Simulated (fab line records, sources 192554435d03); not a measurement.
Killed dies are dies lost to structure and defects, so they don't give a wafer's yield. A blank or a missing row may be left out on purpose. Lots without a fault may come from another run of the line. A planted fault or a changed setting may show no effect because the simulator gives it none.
Which tool did it? | flow n5_finfet | 24 lots, 72 wafers sampled, at 5 steps of a route of 1938

WHAT THE GAUGES READ, wafer by wafer
N5_BEOL_M1_OCD_MEAS_38. Usual: trench_depth_nm 54.9 nm, standard deviation 0.75.
lot  | measured     | on     | trench_depth_nm (nm) | flag
L074 | day 6 01:23  | ocd-01 | 55.6 54.4 55.1       |
L075 | day 6 18:43  | ocd-01 | 55.4 55.7 54.2       |
L076 | day 6 22:05  | ocd-01 | 55.6 55.8 56.2       |
L077 | day 6 22:19  | ocd-02 | 54.9 53.0 54.8       |
L078 | day 6 22:22  | ocd-02 | 55.8 55.7 54.5       |
L079 | day 7 04:17  | ocd-02 | 55.6 55.8 55.2       |
L081 | day 7 19:37  | ocd-01 | 54.0 54.6 55.1       |
L080 | day 7 23:11  | ocd-01 | 55.5 53.3 54.6       |
L082 | day 8 02:33  | ocd-01 | 55.2 54.7 54.7       |
L083 | day 8 13:24  | ocd-02 | 55.5 54.7 55.5       |
L084 | day 8 18:11  | ocd-01 | 54.9 54.6 54.6       |
L085 | day 9 02:04  | ocd-01 | 53.0 54.0 53.3       |
L086 | day 9 09:28  | ocd-01 | 54.8 54.2 54.3       |
L087 | day 9 20:05  | ocd-01 | 53.8 55.9 53.8       |
L088 | day 10 01:17 | ocd-01 | 54.3 55.3 54.2       |
L089 | day 10 03:59 | ocd-02 | 55.4 54.9 55.3       |
L090 | day 10 09:04 | ocd-01 | 55.5 54.5 54.6       |
L091 | day 10 16:13 | ocd-02 | 54.4 54.3 54.8       |
L092 | day 10 18:20 | ocd-01 | 54.4 55.5 54.0       |
L093 | day 10 23:26 | ocd-01 | 56.2 54.4 56.4       |
L094 | day 11 06:02 | ocd-02 | 54.2 54.5 54.7       |
L095 | day 11 09:34 | ocd-02 | 55.6 55.1 54.2       |
L096 | day 11 19:35 | ocd-01 | 55.7 54.5 54.7       |
L097 | day 11 22:55 | ocd-02 | 55.3 53.7 55.6       |

N5_BEOL_M2_THK_MEAS_01. Usual: M2_ILD_THK 78.7 nm, standard deviation 0.93.
lot  | measured     | on            | M2_ILD_THK (nm) | flag
L074 | day 6 06:49  | film_metro-01 | 78.4 78.2 79.0  |
L075 | day 6 23:11  | film_metro-02 | 78.6 77.9 79.4  |
L076 | day 7 01:46  | film_metro-01 | 77.7 80.3 79.2  |
L077 | day 7 02:02  | film_metro-02 | 78.0 79.0 77.7  |
L078 | day 7 02:14  | film_metro-01 | 78.0 78.4 80.0  |
L079 | day 7 09:19  | film_metro-01 | 77.3 78.0 79.5  |
L081 | day 8 00:02  | film_metro-02 | 78.2 79.2 79.0  |
L080 | day 8 03:42  | film_metro-02 | 77.4 77.4 79.3  |
L082 | day 8 09:12  | film_metro-01 | 77.6 77.8 77.5  |
L083 | day 8 17:48  | film_metro-01 | 78.1 78.9 78.9  |
L084 | day 8 22:14  | film_metro-02 | 77.6 79.1 79.4  |
L085 | day 9 06:01  | film_metro-02 | 78.8 80.0 79.8  |
L086 | day 9 13:27  | film_metro-02 | 78.6 79.9 79.9  |
L087 | day 10 02:11 | film_metro-02 | 78.1 78.2 78.2  |
L088 | day 10 05:28 | film_metro-02 | 78.4 77.2 79.3  |
L089 | day 10 09:22 | film_metro-02 | 79.2 79.9 80.3  |
L090 | day 10 12:54 | film_metro-02 | 79.4 77.9 79.0  |
L091 | day 10 20:26 | film_metro-02 | 78.3 79.8 78.5  |
L092 | day 10 22:41 | film_metro-02 | 77.3 78.2 79.9  |
L093 | day 11 03:28 | film_metro-02 | 78.9 80.2 80.3  |
L094 | day 11 10:37 | film_metro-01 | 77.4 78.1 78.8  |
L095 | day 11 13:34 | film_metro-02 | 79.0 79.0 80.3  |
L096 | day 12 01:43 | film_metro-02 | 77.2 77.2 79.4  |
L097 | day 12 03:09 | film_metro-01 | 76.8 78.0 79.4  |

WHICH TOOL RAN EACH LOT (tool, then ch and the chambers of the sampled wafers, then the start)
lot  | N5_BEOL_M1_ANNEAL_49         | N5_BEOL_M1_ANNEAL_89         | N5_BEOL_M2_ILD_DEP_00
L074 | pvd_sputter-03, day 6 03:38  | pvd_sputter-03, day 6 04:31  | pecvd-03 ch 0,1, day 6 06:45
L075 | pvd_sputter-01, day 6 20:10  | pvd_sputter-01, day 6 21:02  | pecvd-03 ch 0,1,2, day 6 23:08
L076 | pvd_sputter-03, day 6 22:55  | pvd_sputter-03, day 6 23:47  | pecvd-03 ch 0,2, day 7 01:42
L077 | pvd_sputter-01, day 6 23:10  | pvd_sputter-01, day 7 00:03  | pecvd-01 ch 0,1,2, day 7 01:58
L078 | pvd_sputter-02, day 6 23:22  | pvd_sputter-02, day 7 00:15  | pecvd-01 ch 0,1, day 7 02:10
L079 | pvd_sputter-03, day 7 05:54  | pvd_sputter-03, day 7 06:47  | pecvd-03 ch 0,1, day 7 09:15
L081 | pvd_sputter-02, day 7 21:11  | pvd_sputter-02, day 7 22:04  | pecvd-01 ch 0,2, day 7 23:58
L080 | pvd_sputter-02, day 8 00:47  | pvd_sputter-02, day 8 01:40  | pecvd-01 ch 1,2, day 8 03:38
L082 | pvd_sputter-02, day 8 03:45  | pvd_sputter-02, day 8 07:11  | pecvd-03 ch 0,2, day 8 09:08
L083 | pvd_sputter-03, day 8 14:49  | pvd_sputter-03, day 8 15:41  | pecvd-03 ch 0,1,2, day 8 17:44
L084 | pvd_sputter-01, day 8 19:22  | pvd_sputter-01, day 8 20:14  | pecvd-01 ch 0,1,2, day 8 22:10
L085 | pvd_sputter-02, day 9 03:09  | pvd_sputter-02, day 9 04:02  | pecvd-02 ch 0,2, day 9 05:56
L086 | pvd_sputter-01, day 9 10:28  | pvd_sputter-01, day 9 11:21  | pecvd-03 ch 0,1, day 9 13:23
L087 | pvd_sputter-03, day 9 23:19  | pvd_sputter-03, day 10 00:11 | pecvd-01 ch 0,1, day 10 02:07
L088 | pvd_sputter-03, day 10 02:21 | pvd_sputter-03, day 10 03:14 | pecvd-03 ch 0,2, day 10 05:23
L089 | pvd_sputter-01, day 10 06:29 | pvd_sputter-01, day 10 07:22 | pecvd-01 ch 0,2, day 10 09:17
L090 | pvd_sputter-01, day 10 10:01 | pvd_sputter-01, day 10 10:54 | pecvd-01 ch 0,1, day 10 12:50
L091 | pvd_sputter-01, day 10 17:17 | pvd_sputter-01, day 10 18:10 | pecvd-02 ch 1,2, day 10 20:22
L092 | pvd_sputter-03, day 10 19:41 | pvd_sputter-03, day 10 20:34 | pecvd-02 ch 0,1,2, day 10 22:37
L093 | pvd_sputter-02, day 11 00:36 | pvd_sputter-02, day 11 01:29 | pecvd-03 ch 0,1,2, day 11 03:25
L094 | pvd_sputter-02, day 11 07:41 | pvd_sputter-02, day 11 08:34 | pecvd-03 ch 1,2, day 11 10:33
L095 | pvd_sputter-02, day 11 10:40 | pvd_sputter-02, day 11 11:32 | pecvd-01 ch 0,1, day 11 13:31
L096 | pvd_sputter-02, day 11 22:49 | pvd_sputter-02, day 11 23:41 | pecvd-01 ch 0,1,2, day 12 01:39
L097 | pvd_sputter-01, day 12 00:17 | pvd_sputter-01, day 12 01:10 | pecvd-01 ch 0,1, day 12 03:05
- N5_BEOL_M1_ANNEAL_49: time 240 s.
- N5_BEOL_M1_ANNEAL_89: time 240 s.
- N5_BEOL_M2_ILD_DEP_00: deposits SiOC from DEMS/O2, target thk 79 nm, time 15.3 s.

WHAT THE TOOLS THEMSELVES READ (means of the sampled wafers that have a number; where no wafer has one, the mark that the record gives instead)
N5_BEOL_M1_ANNEAL_49. Usual: heater_power_w 881 W, standard deviation 120; susceptor_temp_C_max 400.9, standard deviation 0.4.
lot  | tool           | heater_power_w (W) | susceptor_temp_C_max | flag
L074 | pvd_sputter-03 | 790                | 401.0                |
L075 | pvd_sputter-01 | 856                | 400.6                |
L076 | pvd_sputter-03 | 801                | 401.4                |
L077 | pvd_sputter-01 | 914                | 401.2                |
L078 | pvd_sputter-02 | 949                | 400.6                |
L079 | pvd_sputter-03 | 899                | 401.3                |
L081 | pvd_sputter-02 | 877                | 400.7                |
L080 | pvd_sputter-02 | 884                | 400.8                |
L082 | pvd_sputter-02 | 867                | 400.6                |
L083 | pvd_sputter-03 | 901                | 401.5                |
L084 | pvd_sputter-01 | 776                | 400.8                |
L085 | pvd_sputter-02 | 870                | 400.7                |
L086 | pvd_sputter-01 | 829                | 400.8                |
L087 | pvd_sputter-03 | 838                | 401.3                |
L088 | pvd_sputter-03 | 881                | 401.1                |
L089 | pvd_sputter-01 | 851                | 400.9                |
L090 | pvd_sputter-01 | 854                | 400.7                |
L091 | pvd_sputter-01 | 917                | 401.0                |
L092 | pvd_sputter-03 | 822                | 400.9                |
L093 | pvd_sputter-02 | 953                | 400.5                |
L094 | pvd_sputter-02 | 881                | 400.8                |
L095 | pvd_sputter-02 | 883                | 400.7                |
L096 | pvd_sputter-02 | 958                | 400.6                |
L097 | pvd_sputter-01 | 905                | 401.0                |

N5_BEOL_M1_ANNEAL_89. Usual: heater_power_w 884 W, standard deviation 120; susceptor_temp_C_max 400.8, standard deviation 0.37.
lot  | tool           | heater_power_w (W) | susceptor_temp_C_max | flag
L074 | pvd_sputter-03 | 788                | 400.9                |
L075 | pvd_sputter-01 | 868                | 400.9                |
L076 | pvd_sputter-03 | 802                | 401.2                |
L077 | pvd_sputter-01 | 918                | 400.8                |
L078 | pvd_sputter-02 | 951                | 400.8                |
L079 | pvd_sputter-03 | 889                | 401.3                |
L081 | pvd_sputter-02 | 885                | 400.7                |
L080 | pvd_sputter-02 | 872                | 400.6                |
L082 | pvd_sputter-02 | 897                | 400.7                |
L083 | pvd_sputter-03 | 876                | 401.2                |
L084 | pvd_sputter-01 | 764                | 400.7                |
L085 | pvd_sputter-02 | 872                | 400.6                |
L086 | pvd_sputter-01 | 821                | 400.7                |
L087 | pvd_sputter-03 | 856                | 401.0                |
L088 | pvd_sputter-03 | 887                | 401.3                |
L089 | pvd_sputter-01 | 862                | 400.9                |
L090 | pvd_sputter-01 | 844                | 400.5                |
L091 | pvd_sputter-01 | 900                | 401.0                |
L092 | pvd_sputter-03 | 823                | 401.2                |
L093 | pvd_sputter-02 | 963                | 400.5                |
L094 | pvd_sputter-02 | 872                | 400.5                |
L095 | pvd_sputter-02 | 897                | 400.9                |
L096 | pvd_sputter-02 | 958                | 400.6                |
L097 | pvd_sputter-01 | 912                | 401.1                |

N5_BEOL_M2_ILD_DEP_00. Usual: heater_power_w 481 W, standard deviation 50; showerhead_plenum_p_Torr 5.696 Torr, standard deviation 0.014; throttle_valve_pct 12.3 %, standard deviation 0.85.
lot  | tool     | heater_power_w (W) | showerhead_plenum_p_Torr (Torr) | throttle_valve_pct (%) | flag
L074 | pecvd-03 | 478                | 5.686                           | 12.0                   |
L075 | pecvd-03 | 440                | 5.699                           | 11.9                   |
L076 | pecvd-03 | 444                | 5.687                           | 12.1                   |
L077 | pecvd-01 | 500                | 5.697                           | 12.7                   |
L078 | pecvd-01 | 489                | 5.690                           | 13.2                   |
L079 | pecvd-03 | 466                | 5.700                           | 12.0                   |
L081 | pecvd-01 | 466                | 5.682                           | 12.5                   |
L080 | pecvd-01 | 486                | 5.705                           | 13.4                   |
L082 | pecvd-03 | 464                | 5.694                           | 12.2                   |
L083 | pecvd-03 | 468                | 5.692                           | 11.7                   |
L084 | pecvd-01 | 526                | 5.697                           | 12.9                   |
L085 | pecvd-02 | 469                | 5.684                           | 11.4                   |
L086 | pecvd-03 | 479                | 5.698                           | 12.0                   |
L087 | pecvd-01 | 542                | 5.700                           | 13.8                   |
L088 | pecvd-03 | 470                | 5.682                           | 12.0                   |
L089 | pecvd-01 | 482                | 5.688                           | 12.5                   |
L090 | pecvd-01 | 507                | 5.691                           | 13.4                   |
L091 | pecvd-02 | 397                | 5.702                           | 11.5                   |
L092 | pecvd-02 | 472                | 5.699                           | 11.8                   |
L093 | pecvd-03 | 459                | 5.701                           | 11.9                   |
L094 | pecvd-03 | 474                | 5.713                           | 11.8                   |
L095 | pecvd-01 | 456                | 5.687                           | 13.1                   |
L096 | pecvd-01 | 492                | 5.701                           | 12.8                   |
L097 | pecvd-01 | 496                | 5.686                           | 13.2                   |

THE ANSWER, worked out from the rows above alone
Rule: a lot is off if the mean of its wafers that have a number lies more than 3 standard deviations from the usual mean. A lot without any number at a reading at which 4 lots or more have one is off too. The other lots that the step has rows for count as sound. The gauges are gone through in route order, then the tools' own readings, and for those a lot's mean is taken as printed above. The first step at which some lot is off is used, and at that step the reading that is off furthest; a lot without a number counts as furthest.
No lot is off at any reading shown: from this, nothing can be told.

WHAT THE SIMULATOR HAD PUT IN
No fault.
